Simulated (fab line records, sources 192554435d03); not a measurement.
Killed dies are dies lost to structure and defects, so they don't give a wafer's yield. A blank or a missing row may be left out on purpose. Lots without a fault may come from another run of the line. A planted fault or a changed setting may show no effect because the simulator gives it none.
Split-lot experiment | flow n5_finfet | 7 lots, 18 wafers read, on a route of 1938 steps

THE SPLIT
At N5_BEOL_M1_SPUTTER_48 (material Cu, target thk 4.5 nm, time 8.29 s), the setting time_s was moved away from the recipe's 8.29 s on 5 of the 18 wafers read, by +6.4% to +13.8%. The other wafers ran this setting at the recipe's value.

The reading is taken at the split's own step.

THE READING
Cu_of_BEOL_M1_SPUTTER_48.thk_nm (the simulator's own value, which no gauge read), in nm, at N5_BEOL_M1_SPUTTER_48 (material Cu, target thk 4.5 nm, time 8.29 s). The file gives no usual value for it. The 13 wafers here that ran the recipe average 4.5 nm, standard deviation 0.097 nm.

wafer  | tool, chamber at the split | time_s as run, s | against the recipe | Cu_of_BEOL_M1_SPUTTER_48.thk_nm, nm | against lot-mates on the recipe
L075.3 | pvd_sputter-02, -          | 8.29             | recipe             | 4.6                                 | -
L075.5 | pvd_sputter-02, -          | 8.29             | recipe             | 4.6                                 | -
L075.6 | pvd_sputter-02, -          | 8.29             | recipe             | 4.6                                 | -
L077.2 | pvd_sputter-02, -          | 8.29             | recipe             | 4.6                                 | -
L077.3 | pvd_sputter-02, -          | 9.183            | +10.8%             | 5.2                                 | +0.6
L077.6 | pvd_sputter-02, -          | 9.183            | +10.8%             | 5                                   | +0.4
L079.6 | pvd_sputter-02, -          | 8.29             | recipe             | 4.4                                 | -
L085.2 | pvd_sputter-03, -          | 8.29             | recipe             | 4.6                                 | -
L085.5 | pvd_sputter-03, -          | 8.824            | +6.4%              | 4.8                                 | +0.2
L085.6 | pvd_sputter-03, -          | 8.824            | +6.4%              | 4.8                                 | +0.2
L089.4 | pvd_sputter-01, -          | 8.29             | recipe             | 4.4                                 | -
L089.6 | pvd_sputter-01, -          | 8.29             | recipe             | 4.4                                 | -
L091.1 | pvd_sputter-03, -          | 8.29             | recipe             | 4.6                                 | -
L091.4 | pvd_sputter-03, -          | 8.29             | recipe             | 4.6                                 | -
L091.6 | pvd_sputter-03, -          | 9.434            | +13.8%             | 5.2                                 | +0.6
L096.1 | pvd_sputter-02, -          | 8.29             | recipe             | 4.6                                 | -
L096.5 | pvd_sputter-02, -          | 8.29             | recipe             | 4.4                                 | -
L096.6 | pvd_sputter-02, -          | 8.29             | recipe             | 4.4                                 | -

THE FIT
A straight line over all 18 wafers: Cu_of_BEOL_M1_SPUTTER_48.thk_nm changes by +0.0504 nm for each +1% of time_s; r = +0.93; the points scatter about the line by 0.097 nm.
The same after taking each lot's own level away (the mean of its wafers on the recipe; 18 wafers): +0.0432 nm for each +1%; r = +0.96; scatter 0.062 nm.
On that fit, the largest move of time_s shifts the reading by 0.6 nm.
The lots' own levels span 4.40 to 4.60 nm, that is 2.1 times the standard deviation above.
So the lot-to-lot level changes the slope: the two fits differ.
Check: with one of the wafers moved furthest among these (+13.8%) left out of the fit, the line predicts +0.587 nm for it against its lot-mates. It came out at +0.6 nm against them.

OTHER SPLITS ON THESE WAFERS
These wafers also went through other splits before the reading. Each is held against what the fit with the lots' levels taken away leaves over:
other split on the same wafers            | wafers away from the commonest value | r with Cu_of_BEOL_M1_SPUTTER_48.thk_nm (lot level and that fit taken away)
N5_SD_EPI_N_PRECLEAN_49 time_s            | 8                                    | +0.09
N5_SDB_COAT_05 spin_rpm                   | 5                                    | -0.27
N5_HKMG_FIN_COAT_30 spin_rpm              | 3                                    | +0.02
N5_MOL_CONTACT_COAG_ALD_27 time_s         | 3                                    | -0.30
N5_BEOL_M0_SAQP_HM_DEP_111 time_s         | 9                                    | -0.22
N5_BEOL_M0_SAQP_COAT_82 time_s            | 7                                    | +0.10
N5_BEOL_M0_SAQP_SPACER1_ALD_98 temp_c     | 6                                    | +0.06
N5_BEOL_M0_SAQP_ETCH_106 target_depth_a   | 7                                    | -0.14
N5_BEOL_M0_TRENCH_ETCH_107 target_depth_a | 6                                    | -0.16

THE FILE'S OWN FIT
Cu_of_BEOL_M1_SPUTTER_48.thk_nm changes by +0.043 nm for each +1% of time_s, r = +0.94.
